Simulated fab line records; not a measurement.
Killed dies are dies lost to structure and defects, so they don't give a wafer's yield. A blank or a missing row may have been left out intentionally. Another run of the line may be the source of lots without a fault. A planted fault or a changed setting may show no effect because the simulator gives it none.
fab line records | flow nand_harc | part 1 of 2: steps 1 to 4 of 6
[record] lots = 23 wafers = 69 last_day = 25
route steps=1159 shown A_STAIRCASE@666 A_SGD_CUT@759
lots that met no fault: from a run of the same line without faults
start_h: hours from the record's first day to the start of the lot's first wafer shown | wait_h: hours since the lot's step before | " as in the row above | L1.1+2: a row that stands for several wafers | - no value, or no start was given | * or withheld: withheld | < > ~ a bound
route shown NAME@n: NAME is a module with steps in the file, n the number in the route of the first one | usual: average and standard deviation across the fault-free wafers | same: alike in all rows | chamber/n: place in a boat | sites: each site's reading | _std_site: their standard deviation | _edge_site: outer sites' mean less inner sites' | radius_mm: for every site, how far away it sits from the centre of the wafer | mask NAME#n: copy n | behind: the most recent tool/chamber to have shaped the wafer | hold: why the lot was held/for how many hours/how that ended | device: the n, p or np transistor that did not switch | end of line: the same wafers' tests at the end of the route | a step without rows: its recipe alone | killed: dies lost to structure and defects at the first sort, not the wafer's yield | map: shows each die of a wafer: x if killed, . if not, _ if none is there
set.NAME: the setting that was run; set.NAME@STEP: the one run at that earlier step | model.NAME: the simulator's own value behind a step, which no gauge read
route steps across a sampled set of lots; one table per step, one row per wafer
services: a tool's chamber out of use, with start hour (start_h, from the record's first day; less than 0 if before it), hours out, and reason
[[steps]]
[step NHARC_A_STAIRCASE_HM_OPEN_460]
[recipe] o2_flow_sccm = 400 cos_flow_sccm = 20 ar_flow_sccm = 0 rf_w = 500 bias_w = 300 chemistry = O2/COS
[usual] drypump_motor_current_A = 5.8/0.46 oes_product_au = 0.995/0.014 rf_vpp_V = 468.6/2.8 showerhead_plenum_p_Torr = 3.19/0.13 throttle_valve_pct = 28.329/0.0094
// columns lot.wafer tool chamber start_h wait_h drypump_motor_current_A oes_product_au rf_hours_counter_h rf_vpp_V showerhead_plenum_p_Torr throttle_valve_pct
L074.1 rie_diel-10 0 - - 6.0 0.985 22 466.2 3.09 28.328
L074.3 " 2 " " 6.6 0.996 23 472.0 3.36 28.328
L074.6 " 0 " " 6.0 0.991 - 465.9 3.09 28.315
L076.2 rie_diel-10 0 - - 6.1 0.970 32 465.3 3.09 28.335
L076.4 " 1 " " 5.8 0.990 30 467.5 3.17 28.335
L076.6 " 0 " " 6.1 0.983 - 467.3 3.09 28.331
L075.2 rie_diel-10 2 - - 6.6 1.004 34 471.9 3.35 28.325
L075.3 " 3 " " 5.0 0.999 36 472.6 3.35 28.328
L075.5 " 3 " " 5.0 0.998 - 471.1 3.35 28.337
L077.3 rie_diel-01 0 - - 5.2 1.020 49 469.3 3.25 28.338
L077.6 " 2 " " 6.3 0.989 - 462.0 2.92 28.325
L077.4 " 3 " " 5.7 0.975 - 470.7 3.23 28.339
L078.2 rie_diel-01 3 - - 5.6 0.986 55 470.4 3.23 28.313
L078.4 " 0 " " 5.2 1.014 54 469.2 3.24 28.336
L078.5 " 1 " " 5.7 1.013 - 468.4 3.21 28.320
L079.2 rie_diel-10 0 - - 6.1 0.972 38 468.0 3.09 28.328
L079.3 " 2 " " 6.7 0.986 40 472.0 3.35 28.325
L079.4 " 3 " " 5.0 0.989 43 472.3 3.35 28.343
L081.3 rie_diel-01 1 - - 5.8 1.003 46 470.4 3.21 28.323
L081.1 " 2 " " 6.3 1.010 57 462.1 2.91 28.338
L081.5 " 0 " " 5.2 1.018 - 470.1 3.24 28.308
L080.3 rie_diel-09 1 - - 5.8 0.988 11 467.9 3.15 28.307
L080.2 " 0 " " 5.9 0.980 9 468.1 3.19 28.328
L080.5 " 1 " " 5.8 0.996 - 468.5 3.15 28.330
L082.3 rie_diel-01 0 - - 5.2 1.017 61 469.4 3.24 28.341
L082.1 " 1 " " 5.8 1.008 50 468.6 3.21 28.343
L082.5 " 0 " " 5.2 1.015 - 470.4 3.24 28.334
L083.3 rie_diel-10 1 - - 5.8 0.999 46 467.5 3.16 28.328
L083.1 " 3 " " 5.0 0.983 53 471.3 3.34 28.337
L083.6 " 0 " " 6.1 0.982 - 466.7 3.08 28.326
L084.3 rie_diel-09 3 - - 5.1 1.002 16 470.6 3.27 28.341
L084.4 " 2 " " 5.8 1.007 17 471.7 3.33 28.336
L084.6 " 0 " " 5.9 0.980 - 468.1 3.19 28.330
L085.4 rie_diel-09 2 - - 5.7 0.999 23 471.9 3.33 28.327
L085.1 " 3 " " 5.1 1.003 22 472.6 3.27 28.346
L085.2 " 1 " " 5.8 0.996 26 468.6 3.14 28.319
L088.2 rie_diel-10 0 - - 6.0 0.979 58 465.4 3.08 28.323
L088.4 " 1 " " 5.8 0.984 57 467.9 3.15 28.335
L088.5 " 3 " " 5.0 0.982 - 470.7 3.34 28.324
L087.2 rie_diel-10 0 - - 6.1 0.979 58 466.4 3.08 28.334
L087.3 " 2 " " 6.6 0.987 58 471.4 3.34 28.359
L087.5 " 1 " " 5.8 0.983 - 468.1 3.15 28.332
L086.1 rie_diel-09 0 - - 5.9 0.972 28 468.0 3.19 28.333
L086.3 " 3 " " 5.1 1.004 26 470.1 3.27 28.341
L086.6 " 1 " " 5.8 0.985 - 467.1 3.14 28.332
L092.4 rie_diel-01 1 - - 5.8 0.971 11 467.2 3.20 28.331
L092.1 " 2 " " 6.2 0.979 11 462.3 2.91 28.339
L092.3 " 3 " " 5.6 1.016 10 469.8 3.22 28.338
L090.2 rie_diel-01 2 - - 6.3 0.981 11 463.0 2.90 28.322
L090.5 " 0 " " 5.2 1.016 - 469.6 3.23 28.326
L090.6 " 1 " " 5.7 0.982 - 469.7 3.20 28.335
L089.1 rie_diel-09 2 - - 5.8 0.986 30 472.8 3.33 28.335
L089.3 " 0 " " 5.9 0.974 32 468.6 3.18 28.327
L089.6 " 3 " " 5.1 1.007 - 468.6 3.27 28.314
L093.1 rie_diel-01 2 - - 6.3 0.990 23 461.5 2.90 28.339
L093.6 " 1 " " 5.7 0.975 - 468.7 3.20 28.319
L093.5 " 2 " " 6.3 0.989 - 463.3 2.90 28.338
L094.1 rie_diel-10 1 - - 5.8 1.022 5 466.7 3.15 28.340
L094.2 " 2 " " 6.6 1.004 5 470.8 3.34 28.334
L094.4 " 0 " " 6.1 1.012 4 465.5 3.07 28.343
L095.1 rie_diel-10 1 - - 5.8 1.015 5 466.8 3.15 28.336
L095.4 " 2 " " 6.6 1.003 5 472.3 3.34 28.319
L095.3 " 3 " " 5.0 0.982 4 472.3 3.33 28.330
L097.4 rie_diel-01 2 - - 6.3 0.990 28 461.4 2.90 28.316
L097.2 " 0 " " 5.2 1.012 27 469.3 3.23 28.337
L097.5 " 3 " " 5.7 1.015 - 468.8 3.21 28.330
L096.2 rie_diel-01 2 - - 6.3 0.989 31 464.2 2.90 28.332
L096.5 " 0 " " 5.2 1.012 - 469.0 3.22 28.334
L096.6 " 1 " " 5.7 0.989 - 469.8 3.19 28.317
[step NHARC_A_STAIRCASE_STRIP_476]
[recipe] time_s = 20 o2_flow_sccm = 500 ar_flow_sccm = 0 bias_w = 0 chemistry = O2
[usual] drypump_motor_current_A = 5.7/0.44 oes_product_au = 0.997/0.014 rf_vpp_V = 58.1/0.87 showerhead_plenum_p_Torr = 3.62/0.14 throttle_valve_pct = 17.037/0.0087
// columns lot.wafer tool chamber start_h wait_h drypump_motor_current_A oes_product_au rf_hours_counter_h rf_vpp_V showerhead_plenum_p_Torr throttle_valve_pct
L074.1 rie_diel-09 2 249.35 0.1 5.8 1.006 59 58.5 3.77 17.043
L074.3 " 0 " " 5.9 0.998 59 56.5 3.62 17.035
L074.6 " 1 " " 5.8 0.998 - 58.1 3.56 17.047
L076.4 rie_diel-10 2 273.09 0.1 6.6 0.992 38 57.8 3.79 17.040
L076.2 " 3 " " 5.0 0.998 40 59.0 3.78 17.053
L076.6 " 2 " " 6.6 0.992 - 57.6 3.79 17.032
L075.2 rie_diel-01 1 274.41 0.1 5.7 1.001 42 58.2 3.63 17.041
L075.3 " 0 " " 5.2 1.006 53 58.5 3.67 17.039
L075.5 " 2 " " 6.3 0.996 - 57.4 3.30 17.021
L077.4 rie_diel-09 1 277.53 0.1 5.8 0.991 6 57.3 3.56 17.045
L077.3 " 2 " " 5.8 0.993 5 58.2 3.77 17.037
L077.6 " 0 " " 5.9 0.969 - 57.8 3.61 17.052
L078.4 rie_diel-09 3 290.62 0.1 5.1 1.014 8 58.3 3.70 17.041
L078.2 " 2 " " 5.8 1.002 10 57.9 3.77 17.055
L078.5 " 3 " " 5.1 1.018 - 57.2 3.70 17.027
L079.3 rie_diel-01 3 292.31 0.1 5.6 0.977 60 58.3 3.65 17.037
L079.2 " 0 " " 5.2 1.018 58 58.9 3.66 17.043
L079.4 " 2 " " 6.3 1.000 57 58.1 3.30 17.030
L081.1 rie_diel-01 2 306.92 0.1 6.3 0.992 61 58.1 3.29 17.038
L081.3 " 1 " " 5.7 1.007 50 59.2 3.63 17.050
L081.5 " 3 " " 5.7 0.980 - 58.3 3.65 17.046
L080.2 rie_diel-01 0 309.26 0.1 5.2 1.009 61 59.0 3.66 17.030
L080.3 " 2 " " 6.3 1.006 61 57.6 3.29 17.038
L080.5 " 1 " " 5.7 1.011 - 59.0 3.63 17.036
L082.1 rie_diel-10 2 321.09 0.1 6.6 0.989 51 59.1 3.78 17.047
L082.3 " 0 " " 6.1 0.996 52 59.2 3.48 17.051
L082.5 " 1 " " 5.8 1.005 - 58.4 3.57 17.028
L083.1 rie_diel-01 1 327.06 0.1 5.8 0.976 1 56.6 3.62 17.019
L083.3 " 2 " " 6.3 0.991 1 56.7 3.29 17.034
L083.6 " 0 " " 5.2 1.019 - 58.3 3.66 17.054
L084.3 rie_diel-01 2 327.18 0.1 6.3 0.989 1 56.5 3.29 17.041
L084.4 " 3 " " 5.6 1.007 1 58.2 3.65 17.033
L084.6 " 0 " " 5.2 1.016 - 58.1 3.66 17.029
L085.4 rie_diel-09 2 338.79 0.1 5.8 0.993 26 57.5 3.76 17.034
L085.1 " 0 " " 6.0 0.977 28 58.0 3.60 17.029
L085.2 " 1 " " 5.8 0.984 29 56.3 3.55 17.043
L088.4 rie_diel-01 2 347.12 0.1 6.3 0.979 10 57.2 3.29 17.025
L088.2 " 0 " " 5.2 1.027 10 59.5 3.65 17.035
L088.5 " 1 " " 5.8 0.983 - 58.0 3.62 17.046
L087.3 rie_diel-09 2 348.67 0.1 5.8 0.994 30 56.9 3.76 17.035
L087.2 " 1 " " 5.7 0.984 33 59.3 3.55 17.035
L087.5 " 3 " " 5.1 1.010 - 57.2 3.69 17.051
L086.1 rie_diel-10 3 350.84 0.1 5.0 0.987 70 58.0 3.77 17.018
L086.3 " 1 " " 5.8 0.987 62 56.2 3.56 17.039
L086.6 " 3 " " 5.0 0.982 - 58.1 3.77 17.055
L092.4 rie_diel-09 3 359.27 0.1 5.1 1.004 32 59.5 3.69 17.039
L092.3 " 0 " " 5.9 0.974 33 57.6 3.60 17.041
L092.1 " 1 " " 5.8 0.993 35 59.0 3.54 17.033
L090.2 rie_diel-10 0 363.51 0.1 6.1 0.992 0 57.3 3.47 17.038
L090.5 " 2 " " 6.6 0.995 - 59.2 3.77 17.030
L090.6 " 3 " " 5.0 0.982 - 57.9 3.77 17.042
L089.3 rie_diel-10 3 363.66 0.1 5.0 0.987 0 58.2 3.77 17.049
L089.1 " 1 " " 5.8 1.014 0 58.0 3.56 17.030
L089.6 " 0 " " 6.1 1.005 - 57.7 3.47 17.031
L094.2 rie_diel-10 1 386.32 0.1 5.8 1.012 9 58.9 3.55 17.030
L094.4 " 3 " " 5.0 0.982 8 58.2 3.76 17.031
L094.1 " 0 " " 6.1 1.011 8 57.6 3.47 17.035
L093.1 rie_diel-01 0 386.43 1.6 5.2 1.025 27 59.7 3.64 17.047
L093.5 " 2 " " 6.3 0.989 - 57.9 3.28 17.033
L093.6 " 3 " " 5.6 1.004 - 57.2 3.63 17.048
L095.3 rie_diel-09 2 387.28 0.1 5.8 1.003 45 58.9 3.75 17.028
L095.4 " 3 " " 5.1 1.012 45 58.3 3.68 17.024
L095.1 " 0 " " 5.9 0.984 44 58.9 3.59 17.043
L097.2 rie_diel-09 1 397.39 0.1 5.8 1.003 50 58.0 3.53 17.045
L097.4 " 2 " " 5.8 1.007 49 59.3 3.74 17.030
L097.5 " 0 " " 6.0 0.976 - 57.9 3.59 17.027
L096.2 rie_diel-01 3 409.63 0.1 5.6 1.007 35 59.2 3.63 17.032
L096.5 " 1 " " 5.7 0.988 - 58.4 3.60 17.042
L096.6 " 2 " " 6.3 0.991 - 58.6 3.27 17.029
[step NHARC_A_STAIRCASE_STRIP_446]
[recipe] power_w = 1500 temp_c = 250 chemistry = O2
[usual] drypump_motor_current_A = 5.6/0.33 heater_power_w = 321/21
// columns lot.wafer tool chamber start_h wait_h drypump_motor_current_A heater_power_w rf_hours_counter_h
L074.1 plasma_asher-02 1 288.11 0.0 5.7 295 36
L074.3 " 0 " " 5.2 341 -
L074.6 " 0 " " 5.3 336 -
L076.2 plasma_asher-02 1 316.69 0.1 5.7 276 42
L076.4 " 1 " " 5.7 288 -
L076.6 " 1 " " 5.7 295 -
L075.2 plasma_asher-01 0 316.77 0.0 5.4 353 7
L075.3 " 0 " " 5.4 358 -
L075.5 " 0 " " 5.4 349 -
L077.3 plasma_asher-02 0 317.04 0.1 5.3 340 -
L077.4 " 1 " " 5.6 293 -
L077.6 " 1 " " 5.6 290 -
L078.2 plasma_asher-02 0 329.49 0.1 5.3 339 46
L078.4 " 1 " " 5.6 297 -
L078.5 " 0 " " 5.2 341 -
L079.2 plasma_asher-01 1 329.79 0.0 6.1 309 11
L079.3 " 1 " " 6.1 320 -
L079.4 " 0 " " 5.4 351 -
L080.2 plasma_asher-01 0 347.45 0.0 5.4 348 18
L080.3 " 1 " " 6.1 310 -
L080.5 " 0 " " 5.3 354 -
L081.1 plasma_asher-02 0 347.65 0.0 5.3 340 53
L081.3 " 1 " " 5.7 299 -
L081.5 " 0 " " 5.2 339 -
L084.4 plasma_asher-01 1 365.57 1.3 6.1 320 -
L084.3 " 0 " " 5.4 349 -
L084.6 " 0 " " 5.4 345 -
L082.1 plasma_asher-01 1 366.59 0.9 6.1 319 26
L082.3 " 1 " " 6.1 314 -
L082.5 " 0 " " 5.4 342 -
L083.1 plasma_asher-01 1 367.29 0.2 6.1 322 27
L083.3 " 0 " " 5.3 357 -
L083.6 " 1 " " 6.1 325 -
L085.1 plasma_asher-02 0 375.24 0.0 5.3 315 3
L085.2 " 1 " " 5.7 297 3
L085.4 " 0 " " 5.2 309 -
L086.1 plasma_asher-01 0 387.04 0.1 5.3 348 35
L086.3 " 0 " " 5.3 347 -
L086.6 " 0 " " 5.4 350 -
L088.2 plasma_asher-02 0 387.07 0.1 5.3 310 6
L088.4 " 0 " " 5.2 312 -
L088.5 " 0 " " 5.3 314 -
L087.2 plasma_asher-01 1 387.33 0.1 6.1 313 35
L087.3 " 0 " " 5.4 346 -
L087.5 " 0 " " 5.3 351 -
L090.2 plasma_asher-02 0 397.97 0.1 5.3 309 11
L090.5 " 0 " " 5.3 317 -
L090.6 " 1 " " 5.7 304 -
L092.1 plasma_asher-01 1 398.22 0.1 6.1 318 40
L092.3 " 0 " " 5.4 350 -
L092.4 " 1 " " 6.1 314 -
L089.1 plasma_asher-02 1 398.30 0.0 5.7 296 11
L089.3 " 0 " " 5.3 315 -
L089.6 " 1 " " 5.7 299 -
L093.1 plasma_asher-01 1 427.86 0.1 6.1 316 50
L093.6 " 0 " " 5.4 338 -
L093.5 " 1 " " 6.1 314 -
L095.1 plasma_asher-01 0 428.35 0.1 5.3 340 50
L095.4 " 1 " " 6.1 320 -
L095.3 " 0 " " 5.4 346 -
L094.2 plasma_asher-01 0 429.25 0.0 5.3 347 51
L094.1 " 1 " " 6.1 314 51
L094.4 " 0 " " 5.3 345 -
L097.2 plasma_asher-02 0 440.39 0.1 5.3 311 22
L097.4 " 1 " " 5.6 289 -
L097.5 " 1 " " 5.6 299 -
L096.2 plasma_asher-02 1 449.24 0.1 5.7 300 26
L096.5 " 1 " " 5.7 291 -
L096.6 " 0 " " 5.2 310 -
[step NHARC_A_STAIRCASE_STRIP_475]
[recipe] time_s = 20 o2_flow_sccm = 500 ar_flow_sccm = 0 bias_w = 0 chemistry = O2
[usual] drypump_motor_current_A = 5.8/0.46 oes_product_au = 0.996/0.014 rf_vpp_V = 58.1/0.87 showerhead_plenum_p_Torr = 3.60/0.14 throttle_valve_pct = 17.036/0.0084
// columns lot.wafer tool chamber start_h wait_h drypump_motor_current_A oes_product_au rf_hours_counter_h rf_vpp_V showerhead_plenum_p_Torr throttle_valve_pct
L074.1 rie_diel-01 2 - - 6.3 0.994 57 57.4 3.30 17.033
L074.3 " 0 " " 5.2 1.009 58 57.9 3.66 17.038
L074.6 " 3 " " 5.7 0.976 - 59.0 3.65 17.033
L076.2 rie_diel-10 3 - - 5.0 0.985 56 57.6 3.78 17.046
L076.4 " 2 " " 6.6 0.984 50 57.9 3.78 17.041
L076.6 " 0 " " 6.1 0.988 - 57.8 3.48 17.033
L075.3 rie_diel-10 0 - - 6.1 0.990 51 57.8 3.48 17.031
L075.2 " 1 " " 5.8 0.997 49 57.4 3.57 17.024
L075.5 " 3 " " 5.0 0.987 - 57.3 3.78 17.035
L077.3 rie_diel-09 0 - - 5.9 0.990 19 57.9 3.60 17.022
L077.4 " 1 " " 5.8 0.999 20 59.6 3.55 17.021
L077.6 " 0 " " 5.9 0.974 - 58.6 3.60 17.026
L078.4 rie_diel-10 1 - - 5.8 1.003 56 59.0 3.56 17.056
L078.2 " 2 " " 6.6 0.986 57 58.4 3.77 17.039
L078.5 " 3 " " 5.0 0.981 - 60.0 3.77 17.030
L079.2 rie_diel-01 2 - - 6.3 0.982 3 56.4 3.29 17.043
L079.3 " 3 " " 5.6 1.012 3 59.0 3.65 17.033
L079.4 " 0 " " 5.2 1.026 3 58.3 3.66 17.037
L080.2 rie_diel-09 1 - - 5.8 0.997 33 59.1 3.55 17.041
L080.3 " 3 " " 5.1 1.001 29 57.4 3.69 17.038
L080.5 " 1 " " 5.8 0.986 - 58.6 3.54 17.023
L081.3 rie_diel-10 2 - - 6.6 0.987 64 58.0 3.77 17.044
L081.1 " 3 " " 5.0 1.001 70 58.6 3.77 17.033
L081.5 " 2 " " 6.6 0.995 - 58.3 3.77 17.031
L084.3 rie_diel-10 3 - - 5.0 0.990 1 58.8 3.77 17.032
L084.4 " 1 " " 5.7 1.012 2 56.2 3.56 17.048
L084.6 " 0 " " 6.1 1.004 - 57.9 3.47 17.025
L082.1 rie_diel-10 0 - - 6.1 1.006 2 58.2 3.47 17.055
L082.3 " 1 " " 5.8 1.013 2 58.7 3.56 17.028
L082.5 " 3 " " 5.0 0.979 - 59.7 3.77 17.052
L083.3 rie_diel-10 3 - - 5.0 0.992 2 58.4 3.77 17.050
L083.1 " 0 " " 6.0 1.015 2 56.1 3.47 17.026
L083.6 " 3 " " 5.0 0.990 - 59.9 3.77 17.033
L085.4 rie_diel-01 1 - - 5.7 0.991 23 58.7 3.61 17.041
L085.1 " 2 " " 6.3 0.983 24 57.2 3.28 17.026
L085.2 " 3 " " 5.6 1.014 23 58.5 3.63 17.047
L086.1 rie_diel-01 0 - - 5.2 1.019 29 58.3 3.64 17.052
L086.3 " 1 " " 5.7 0.984 30 57.1 3.61 17.025
L086.6 " 1 " " 5.7 0.985 - 57.2 3.61 17.049
L088.4 rie_diel-09 2 - - 5.7 0.992 46 58.6 3.75 17.040
L088.2 " 3 " " 5.1 1.005 45 57.7 3.68 17.026
L088.5 " 2 " " 5.8 1.013 - 59.2 3.75 17.029
L087.3 rie_diel-01 2 - - 6.3 0.985 29 58.6 3.28 17.041
L087.2 " 1 " " 5.7 0.974 30 57.9 3.61 17.047
L087.5 " 3 " " 5.7 1.011 - 58.8 3.63 17.039
L090.2 rie_diel-09 0 - - 6.0 0.978 50 57.7 3.59 17.026
L090.6 " 0 " " 5.9 0.974 - 58.0 3.59 17.049
L090.5 " 1 " " 5.8 0.994 - 56.9 3.53 17.028
L089.3 rie_diel-10 3 - - 5.0 0.990 15 60.3 3.76 17.046
L089.1 " 0 " " 6.1 1.001 14 58.0 3.47 17.040
L089.6 " 0 " " 6.1 1.005 - 58.7 3.47 17.031
L092.1 rie_diel-01 2 - - 6.3 0.982 33 56.6 3.28 17.048
L092.3 " 0 " " 5.2 1.009 34 58.3 3.64 17.037
L092.4 " 1 " " 5.7 0.983 35 57.4 3.60 17.045
L093.1 rie_diel-10 0 - - 6.1 0.999 25 56.5 3.46 17.042
L093.5 " 0 " " 6.1 1.002 - 58.0 3.46 17.039
L093.6 " 1 " " 5.8 1.006 - 57.8 3.55 17.027
L095.4 rie_diel-10 2 - - 6.6 0.988 23 57.1 3.76 17.037
L095.3 " 3 " " 5.0 0.985 25 58.2 3.75 17.049
L095.1 " 0 " " 6.1 0.999 25 56.4 3.46 17.050
L094.1 rie_diel-01 1 431.19 0.2 5.8 0.985 45 57.3 3.60 17.032
L094.2 " 2 " " 6.3 0.995 43 57.4 3.27 17.031
L094.4 " 1 " " 5.8 0.995 - 57.4 3.60 17.032
L097.4 rie_diel-09 3 - - 5.1 1.019 0 58.1 3.67 17.051
L097.2 " 2 " " 5.8 0.971 0 58.2 3.74 17.040
L097.5 " 3 " " 5.1 1.005 - 58.6 3.67 17.049
L096.2 rie_diel-09 1 - - 5.8 0.976 4 59.8 3.53 17.039
L096.5 " 0 " " 5.9 1.009 - 57.9 3.58 17.043
L096.6 " 1 " " 5.7 0.969 - 58.0 3.53 17.027
